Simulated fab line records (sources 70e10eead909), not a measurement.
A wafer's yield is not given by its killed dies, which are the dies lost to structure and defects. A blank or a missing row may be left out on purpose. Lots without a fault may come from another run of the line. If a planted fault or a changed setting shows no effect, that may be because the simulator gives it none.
A struck lot beside a sound one :: flow nand-harc :: 15 out of 1159 route steps
Sound: wafers L579.2, L579.5, L579.6. Wafers struck: L581.2, L581.4, L581.5. The cause is named last.
Each step with rows lists, per side, the tool, then ch with its chambers, then its first start. Under that, the readings that differ: sound wafers :: struck wafers :: difference of the means :: sigmas: that difference in standard deviations of wafers without a fault.
alike: readings whose means differ by less than 2 such deviations, and words and numbers that are the same on both sides. not compared: withheld readings, readings that some wafer has no value for, bounds like >300 that may hide the same value, and numbers for which the record gives no deviation and whose values overlap.
Wherever a step has rows on one side only, a row that says differs or no value, or a row with sigmas, the two part there. Non-overlapping numbers with no deviation appear without sigmas and do not part them. A reading that every wafer of one side lacks parts them only if that side has two wafers or more.

first, 4 steps without rows for these wafers: NHARC_THIN_TSV_EBR_29; NHARC_THIN_TSV_EXPOSE_30 (exposes mask PAD); NHARC_THIN_TSV_PEB_31 (peb time 85 s); NHARC_THIN_TSV_DEVELOP_32 (time 70 s).
NHARC_THIN_TSV_CD_MEAS_33: the cd target is 5000 nm.
  sound on cd-sem-01 ch 0, day 20 22:48; struck on cd-sem-03 ch 0, day 22 19:12
  alike: cd-nm
then, 1 step without rows for these wafers: NHARC_THIN_TSV_HARDBAKE_34 (time 80 s).
NHARC_THIN_TSV_DESCUM_35: chemistry O2, time 3 s.
  sound on rie-diel-11 ch 1,2,3, day 20 22:59; struck on rie-diel-09 ch 0,1,2, day 22 19:23
  alike: drypump-motor-current-A, oes-product-au, rf-vpp-V, showerhead-plenum-p-Torr, throttle-valve-pct
  not compared: rf-hours-counter-h
NHARC_THIN_TSV_ETCH_59: etches the open film in Cl2/BCl3, target depth 880 nm, time 138.1 s.
  sound on rie-metal-03 ch 0,1, day 20 23:07; struck on rie-metal-02 ch 0,1, day 22 19:31
  alike: drypump-motor-current-A, oes-product-au, throttle-valve-pct
  not compared: rf-hours-counter-h
NHARC_THIN_TSV_ETCH_36: etches the open film in Cl2/BCl3, target depth 65 nm, time 18.571 s.
  sound on rie-metal-03 ch 0,1, day 20 23:21; struck on rie-metal-02 ch 0,1, day 22 19:45
  alike: drypump-motor-current-A, oes-product-au
  not compared: rf-hours-counter-h
NHARC_THIN_TSV_STRIP_56: strips in O2.
  sound on plasma-asher-02 ch 0,1, day 20 23:29; struck on plasma-asher-01 ch 1, day 22 19:51
  alike: drypump-motor-current-A, heater-power-w
  not compared: rf-hours-counter-h
then, 1 step without rows for these wafers: NHARC_THIN_TSV_STRIP_57 (strips in post etch residue remover, time 1200 s).
NHARC_THIN_TSV_CD_MEAS_37:
  struck on cd-sem-03, day 22 20:39; sound on cd-sem-02, day 21 00:14
  alike: cd-nm
NHARC_THIN_TSV_ANNEAL_58: time 1800 s.
  sound on furnace-05 ch 0, day 21 03:25; struck on furnace-06 ch 0, day 22 22:41
reading: spike-tc-bottom-C (C)
sound: 424.9 424.7 426.2
struck: 447.8 445.6 446.7
difference: +21.4
sigmas: +13

reading: spike-tc-centre-C (C)
sound: 402.4 402.4 402.5
struck: 422.9 422.9 423.6
difference: +20.7
sigmas: +15

reading: spike-tc-lower-C (C)
sound: 401.1 400.3 401.9
struck: 426.8 424.9 425.2
difference: +24.5
sigmas: +25

reading: spike-tc-top-C (C)
sound: 427.7 426.7 427.3
struck: 454.6 453.0 453.9
difference: +26.6
sigmas: +14

reading: spike-tc-upper-C (C)
sound: 396.7 398.7 398.3
struck: 424.3 423.4 424.5
difference: +26.2
sigmas: +20

reading: tube_center_temp_C_max
sound: 401.29 401.12 401.23
struck: 400.79 400.82 400.81
difference: -0.41
sigmas: -3

reading: zone-power-lower-pct (%)
sound: 4.51 4.50 4.56
struck: 4.99 4.94 4.96
difference: +0.44
sigmas: +4

reading: zone-power-top-pct (%)
sound: 10.3 10.3 10.5
struck: 11.9 11.9 11.8
difference: +1.5
sigmas: +3
NHARC_THIN_TSV_INSPECT_40:
  struck on defect-inspect-02, day 23 00:08; sound on defect-inspect-01, day 21 04:51
  alike: raw-defect-count
NHARC_END_SORT_01:
  only the struck wafers appear in the record here, on prober-02 ch 0 at day 23 03:58; the sound ones have no rows

== WHERE THEY PART ==
At NHARC_THIN_TSV_ANNEAL_58 first; at NHARC_END_SORT_01 last (within this record only).

WHY: what the simulator had put in
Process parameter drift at NHARC_THIN_TSV_ANNEAL_58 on furnace-06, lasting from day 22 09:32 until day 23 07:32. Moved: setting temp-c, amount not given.
